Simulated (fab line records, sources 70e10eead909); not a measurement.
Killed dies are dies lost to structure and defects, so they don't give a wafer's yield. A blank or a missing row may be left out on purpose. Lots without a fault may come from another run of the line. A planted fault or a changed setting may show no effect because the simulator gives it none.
fab line records | flow nand_harc
record lots=6 wafers=18 last_day=33
route steps=1302 shown A_WL_FILL@960
lots that met no fault: from a run of the same line without faults
start_h: hours from the record's first day to the start of the lot's first wafer shown | wait_h: hours since the lot's step before | " the same as in the row above | L1.1+2: a row that stands for several wafers | - no value, or no start given | * or withheld: withheld | < > ~ a bound
route shown NAME@n: a module of which the file shows steps, and the number in the route of the first | usual: mean/standard deviation of fault-free wafers | same: alike in all rows | chamber/n: place in a boat | sites: the reading at each site | _std_site: their standard deviation | _edge_site: outer sites' mean less inner sites' | radius_mm: how far each site lies from the wafer's centre | mask NAME#n: copy n | behind: the tool/chamber that last shaped the wafer | hold: why the lot was held/for how many hours/how that ended | device: the transistor (n, p or np) that didn't switch | end of line: the same wafers' tests at the end of the route | a step without rows: its recipe alone | killed: dies lost to structure and defects at the first sort, not the wafer's yield | map: a wafer's dies, x killed, . not, _ none there
set.NAME: the setting as run; set.NAME@STEP: as run at that earlier step | model.NAME: the simulator's own value behind a step, which no gauge read
lots at some steps of the route; a table a step, a row a wafer
services: from which hour (start_h, from the record's first day; less than 0 if before it) a tool's chamber was out of use, for how many hours, and why
## steps
# step NHARC_A_WL_FILL_STRIP_28
# recipe time_s=1200 temp_c=72.5 chemistry=post_etch_residue_remover
# step NHARC_A_WL_FILL_PRECLEAN_06
# recipe time_s=300 chemistry=DIW
# step NHARC_A_WL_FILL_SRD_07
# step NHARC_A_WL_FILL_ANNEAL_08
# recipe temp_c=450 time_s=1800
# step NHARC_A_WL_FILL_ALD_10
# recipe target_thk_a=500 pulse_time_s=10 ald_cycles=500 temp_c=300 material=SiO2
# usual heater_power_w=485/39 precursor_pulse_height_rel=1.001/0.021
# columns lot.wafer tool chamber start_h wait_h heater_power_w precursor_pulse_height_rel
L122.3 ald_hk-03 1 487.45 0.1 577 0.988
L122.4 " 0 488.98 1.6 481 1.036
L122.6 " 1 " " 568 0.985
L127.1 ald_hk-03 0 542.68 0.1 486 1.007
L127.2 " 2 543.72 1.1 520 0.975
L127.5 " 0 544.76 2.1 489 1.022
L128.3 ald_hk-02 2 543.73 1.1 476 1.003
L128.2 " 3 " " 419 0.996
L128.5 " 0 " " 456 1.016
L141.4 ald_hk-04 1 675.52 0.1 512 1.000
L141.1 " 2 " " 500 1.030
L141.5 " 1 677.55 2.1 519 0.987
L142.3 ald_hk-03 0 689.03 0.6 496 0.988
L142.4 " 2 690.05 1.6 464 1.050
L142.5 " 0 691.07 2.6 490 1.001
L143.1 ald_hk-02 0 689.05 0.6 453 0.984
L143.4 " 2 690.11 1.6 481 1.006
L143.5 " 3 " " 416 0.978
# step NHARC_A_WL_FILL_ETCHBACK_16
# recipe target_depth_a=1200 time_s=24 c4f8_flow_sccm=withheld o2_flow_sccm=8 ar_flow_sccm=withheld rf_w=600 bias_w=800 chemistry=C4F8/O2/Ar
# usual oes_product_au=0.98/0.034 rf_vpp_V=721/3.4
# columns lot.wafer tool chamber start_h wait_h oes_product_au rf_hours_counter_h rf_vpp_V
L122.3 rie_diel-02 2 - - 1.00 1.3 721
L122.4 " 0 " " 1.01 1.7 727
L122.6 " 3 " " 1.00 - 726
L127.2 rie_diel-02 1 - - 0.91 3.7 716
L127.1 " 2 " " 1.01 2.8 720
L127.5 " 2 " " 1.00 - 721
L128.3 rie_diel-03 2 - - 1.00 2.7 717
L128.2 " 1 " " 1.01 2.7 717
L128.5 " 3 " " 1.01 - 719
L141.4 rie_diel-13 1 - - 0.94 7.8 725
L141.1 " 3 " " 0.93 7.9 721
L141.5 " 2 " " 0.94 - 717
L142.3 rie_diel-02 1 - - 0.98 3.1 717
L142.4 " 3 " " 0.99 3.6 725
L142.5 " 0 " " 0.97 - 727
L143.4 rie_diel-13 1 - - 1.02 8.2 723
L143.1 " 0 " " 1.03 7.6 724
L143.5 " 1 " " 1.02 - 725
# step NHARC_A_WL_FILL_STRIP_29
# recipe time_s=20 o2_flow_sccm=500 ar_flow_sccm=0 bias_w=0 chemistry=O2
# usual drypump_motor_current_A=5.7/0.45 oes_product_au=1.005/0.013 rf_vpp_V=57.7/0.8 showerhead_plenum_p_Torr=3.45/0.11 throttle_valve_pct=17.037/0.0093
# columns lot.wafer tool chamber start_h wait_h drypump_motor_current_A oes_product_au rf_hours_counter_h rf_vpp_V showerhead_plenum_p_Torr throttle_valve_pct
L122.3 rie_diel-02 2 492.16 0.1 5.4 1.020 1.3 58.2 3.42 17.048
L122.4 " 0 " " 5.5 1.011 1.7 58.6 3.65 17.054
L122.6 " 2 " " 5.4 1.012 - 59.0 3.42 17.046
L127.1 rie_diel-02 2 547.44 0.1 5.4 0.993 2.9 57.2 3.42 17.040
L127.2 " 1 " " 6.1 0.977 3.8 58.5 3.32 17.042
L127.5 " 2 " " 5.4 1.016 - 55.3 3.42 17.032
L128.2 rie_diel-03 2 547.46 0.1 5.0 0.997 2.7 57.0 3.32 17.046
L128.3 " 0 " " 6.2 1.000 2.6 57.2 3.40 17.041
L128.5 " 2 " " 5.0 0.994 - 58.6 3.32 17.024
L141.4 rie_diel-13 1 680.21 0.1 5.8 1.015 7.8 57.2 3.57 17.038
L141.1 " 2 " " 5.8 1.011 8.2 56.5 3.36 17.032
L141.5 " 2 " " 5.8 1.014 - 58.2 3.36 17.024
L142.3 rie_diel-02 2 693.24 0.1 5.4 0.997 3.5 57.2 3.42 17.022
L142.4 " 3 " " 5.6 1.007 3.6 57.0 3.57 17.024
L142.5 " 2 " " 5.4 1.004 - 56.8 3.42 17.054
L143.4 rie_diel-13 1 693.35 0.1 5.8 1.015 8.2 58.2 3.57 17.055
L143.1 " 2 " " 5.9 1.014 8.7 57.9 3.36 17.019
L143.5 " 0 " " 5.5 1.024 - 58.5 3.53 17.052
# step NHARC_A_WL_FILL_ETCHBACK_17
# recipe target_depth_a=40 time_s=26.7 chemistry=Cl2/BCl3
# usual drypump_motor_current_A=5.6/0.56 oes_product_au=1.004/0.01
# columns lot.wafer tool chamber start_h wait_h drypump_motor_current_A oes_product_au rf_hours_counter_h
L122.4 rie_metal-01 0 492.29 - 6.4 1.005 -
L122.3 " 1 " " 5.8 0.996 -
L122.6 " 1 " " 5.9 0.999 -
L127.2 rie_metal-03 0 547.52 - 5.1 1.009 0.4
L127.1 " 1 " " 4.7 1.008 0.4
L127.5 " 0 " " 5.2 1.001 -
L128.2 rie_metal-01 0 547.59 - 6.4 1.021 -
L128.3 " 0 " " 6.4 1.012 -
L128.5 " 0 " " 6.4 1.009 -
L141.1 rie_metal-03 1 680.30 - 4.7 1.006 2.6
L141.4 " 1 " " 4.7 1.005 -
L141.5 " 0 " " 5.1 1.006 -
L142.3 rie_metal-02 0 693.36 - 5.5 0.985 -
L142.4 " 1 " " 6.0 1.007 -
L142.5 " 0 " " 5.5 0.977 -
L143.1 rie_metal-03 0 693.45 - 5.2 1.004 2.9
L143.4 " 0 " " 5.1 1.005 -
L143.5 " 0 " " 5.2 1.010 -
# step NHARC_A_WL_FILL_PRECLEAN_18
# recipe time_s=30 chemistry=dHF
# step NHARC_A_WL_FILL_SRD_21
# step NHARC_A_WL_FILL_CVD_23
# recipe target_thk_a=400 temp_c=620 pressure_mtorr=200 time_s=800 material=poly-Si
# step NHARC_A_WL_FILL_ETCHBACK_26
# recipe target_depth_a=520 time_s=13.3 hbr_flow_sccm=150 rf_w=350 icp_w=350 bias_w=60 chemistry=HBr
# usual drypump_motor_current_A=5.9/0.48 oes_product_au=0.999/0.009 throttle_valve_pct=23.267/0.0094
# columns lot.wafer tool chamber start_h wait_h drypump_motor_current_A oes_product_au rf_hours_counter_h throttle_valve_pct
L122.4 rie_si-01 0 497.39 0.4 6.4 0.998 0.8 23.271
L122.3 " 2 " " 5.0 0.995 0.9 23.261
L122.6 " 3 " " 6.1 0.989 - 23.257
L127.1 rie_si-05 2 552.73 0.4 5.8 1.007 0.3 23.256
L127.2 " 3 " " 5.9 1.002 0.3 23.268
L127.5 " 3 " " 5.9 1.013 - 23.261
L128.3 rie_si-02 2 552.74 0.4 6.5 0.982 0.6 23.268
L128.2 " 3 " " 5.5 1.001 0.7 23.266
L128.5 " 2 " " 6.5 0.996 - 23.269
L141.1 rie_si-02 0 685.46 0.4 5.2 0.778 0.3 23.263
L141.4 " 1 " " 6.1 0.986 0.3 23.273
L141.5 " 0 " " 5.2 0.778 - 23.258
L142.4 rie_si-02 0 698.55 0.4 5.2 0.779 0.3 23.267
L142.3 " 1 " " 6.1 0.994 0.3 23.264
L142.5 " 0 " " 5.2 0.776 - 23.268
L143.4 rie_si-05 2 698.58 0.4 5.7 1.000 0.3 23.266
L143.1 " 0 " " 6.7 0.994 0.2 23.268
L143.5 " 1 " " 5.8 0.997 - 23.286
# step NHARC_A_WL_FILL_PRECLEAN_30
# recipe time_s=10 chemistry=dHF
## services
# columns tool chamber start_h hours kind
rie_si-05 3 476.14 13.7 repair
rie_si-05 - 482.00 9.0 pm
rie_diel-13 3 487.95 12.3 repair
rie_diel-13 2 513.03 6.6 repair
rie_metal-03 - 519.00 9.0 pm
rie_diel-13 - 519.01 9.0 pm
rie_si-05 2 525.68 3.8 repair
ald_hk-02 - 528.31 10.0 pm
rie_diel-02 2 536.49 5.5 repair
rie_metal-01 1 544.51 22.6 repair
rie_diel-13 - 545.98 0.5 repair
rie_diel-02 3 553.18 4.2 repair
rie_diel-13 0 554.24 5.2 repair
ald_hk-03 - 568.44 10.0 pm
rie_diel-02 - 570.70 9.0 pm
rie_si-05 1 573.75 4.8 repair
rie_metal-01 - 575.00 9.0 pm
ald_hk-02 - 592.07 1.8 repair
rie_metal-01 1 593.67 2.4 repair
rie_diel-03 2 601.13 2.0 repair
rie_si-02 - 631.00 9.0 pm
rie_diel-13 - 661.33 0.4 repair
rie_metal-03 - 696.00 9.0 pm
rie_diel-13 - 696.01 9.0 pm
## key
first_sign step=NHARC_A_WL_FILL_ETCHBACK_26 reading=oes_product_au direction=down sigmas=24 usual=0.999 struck=0.778
effect none on later readings
met_at NHARC_A_WL_FILL_ETCHBACK_26
struck_wafers L141.1,L141.5,L142.4,L142.5
tester_left_out L141,L142
fault kind=process_parameter_drift tool=rie_si-02 chamber=0 onset_h=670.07 steps=NHARC_A_WL_FILL_ETCHBACK_26 channel=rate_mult offset=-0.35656 shape=step end_h=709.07
# tester_left_out: of these lots the tester's yield and bins aren't shown, on N5 and GAA mostly nor the transistor test; their killed dies are dies lost to structure and defects alone, not to doping, threshold or leakage, so they don't give the yield
